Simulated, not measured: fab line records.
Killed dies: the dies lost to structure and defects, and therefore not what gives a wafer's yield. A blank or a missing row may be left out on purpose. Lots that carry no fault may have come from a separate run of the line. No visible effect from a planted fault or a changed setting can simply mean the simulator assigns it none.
A struck lot beside a sound one / flow n5-finfet / 16 out of 1938 route steps
Sound: wafers L129.3, L129.5, L129.6. Wafers L131.1, L131.2, L131.4 were the ones struck. The cause is named last.
Per side, at each step with rows, come the tool, then ch with its chambers, and then its first start. Under that, the readings that differ: sound wafers / struck wafers / difference of the means / sigmas: that difference in standard deviations of wafers without a fault.
alike: words and numbers the same on both sides, and readings whose means are apart by under 2 such deviations; not compared: readings that were withheld, readings missing a value for some wafer, numbers with overlapping values and no deviation given by the record, and bounds like >300 which may hide the same value.
A row with sigmas, a row that says differs or no value, or rows on one side alone: a step with any of these is where the two part. When numbers do not overlap yet have no deviation, they are printed without sigmas and do not part them. A reading that every wafer of one side lacks parts them only if that side has two wafers or more.

first, 2 steps without rows for these wafers: N5_BEOL_M2_SPUTTER_79 (material Cu, target thk 4.5 nm, time 8.29 s); N5_BEOL_M2_ANNEAL_80 (time 240 s).
N5_BEOL_M2_SPUTTER_81: material Cu, target thk 4.5 nm, time 8.29 s.
  sound on pvd-sputter-02 at day 8 17:55; struck on pvd-sputter-02 at day 9 02:06
  alike: chamber-pressure-pa, chuck-gas-flow-sccm, throttle-valve-pct
N5_BEOL_M2_ANNEAL_82: time 240 s.
  sound on pvd-sputter-02 at day 8 18:00; struck on pvd-sputter-02 at day 9 02:11
  alike: heater-power-w
N5_BEOL_M2_SPUTTER_86: material Cu, target thk 4.5 nm, time 8.29 s.
  sound on pvd-sputter-02 at day 8 18:08; struck on pvd-sputter-02 at day 9 02:19
  alike: chamber-pressure-pa, chuck-gas-flow-sccm, throttle-valve-pct
then, 1 step without rows for these wafers: N5_BEOL_M2_ANNEAL_87 (time 240 s).
N5_BEOL_M2_SPUTTER_88: material Cu, target thk 4.5 nm, time 8.29 s.
  sound on pvd-sputter-02 at day 8 18:22; struck on pvd-sputter-02 at day 9 02:32
  alike: chamber-pressure-pa, chuck-gas-flow-sccm, throttle-valve-pct
then, 2 steps without rows for these wafers: N5_BEOL_M2_ANNEAL_89 (time 240 s); N5_BEOL_M2_SPUTTER_90 (material Cu, target thk 4.5 nm, time 8.29 s).
N5_BEOL_M2_ANNEAL_91: time 240 s.
  sound on pvd-sputter-02 at day 8 18:40; struck on pvd-sputter-02 at day 9 02:50
  alike: heater-power-w
then, 2 steps without rows for these wafers: N5_BEOL_M2_SPUTTER_92 (material Cu, target thk 4.5 nm, time 8.29 s); N5_BEOL_M2_ANNEAL_93 (time 240 s).
N5_BEOL_M2_SPUTTER_94: material Cu, target thk 4.5 nm, time 8.29 s.
  sound on pvd-sputter-02 at day 8 19:01; struck on pvd-sputter-02 at day 9 03:12
  no value came back on the struck wafers for chamber-pressure-pa (Pa), chuck-gas-flow-sccm (sccm), throttle-valve-pct (%); on the sound wafers chamber-pressure-pa (Pa) reads 0.06997 0.07005 0.06999
then, 1 step without rows for these wafers: N5_BEOL_M2_ANNEAL_95 (time 240 s).
-- here the record skips 2 days between the struck wafers' starts before and after, leaving off in module BEOL_M2 and picking up in module BEOL_M4 (first step shown: number 1111 of the route) --
N5_BEOL_M4_RC_MEAS_101:
  sound on prober-01 ch 0, day 11 01:32; struck on prober-02 ch 0, day 11 07:42
reading=DIBL_P (mV/V); sound=38.6 38.7 41.2; struck=33.2 31.0 35.2; difference=-6.4; sigmas=-3
reading=IOFF_N (nA/um); sound=0.19 0.17 0.22; struck=0.13 0.10 0.15; difference=-0.07; sigmas=-2
reading=VT_N (mV); sound=245 251 245; struck=256 256 252; difference=+8; sigmas=+2
  alike: DIBL_N, IOFF_P, ION_N, ION_P, SS_N, SS_P, VT_P
-- record jumps: 5 days separate the struck wafers' starts on either side; left off in module BEOL_M4, taken up again in module PASSIVATION, whose first shown step is the route's number 1936 --
N5_PASSIVATION_PROBE_49:
  sound on prober-02 at day 15 11:41; struck on prober-01 at day 15 20:37
reading=killed-at-other; sound=1 2 0; struck=5 3 10; difference=+5; sigmas=+2
  alike: defect-limited-yield, killed_at_M0_to_M3, killed_at_M4_up, killed-at-contacts, killed-at-front-end, killed-dies, killed-open, killed-short, sort_bin_4_leakage, sort_bin_5_function, sort_bin_6_memory, sort_bin_8_speed, sort-n-pass, sort-yield-pct

== WHERE THEY PART ==
Last at N5_PASSIVATION_PROBE_49 as far as this record goes, first at N5_BEOL_M2_SPUTTER_94.

WHY: what the simulator had put in
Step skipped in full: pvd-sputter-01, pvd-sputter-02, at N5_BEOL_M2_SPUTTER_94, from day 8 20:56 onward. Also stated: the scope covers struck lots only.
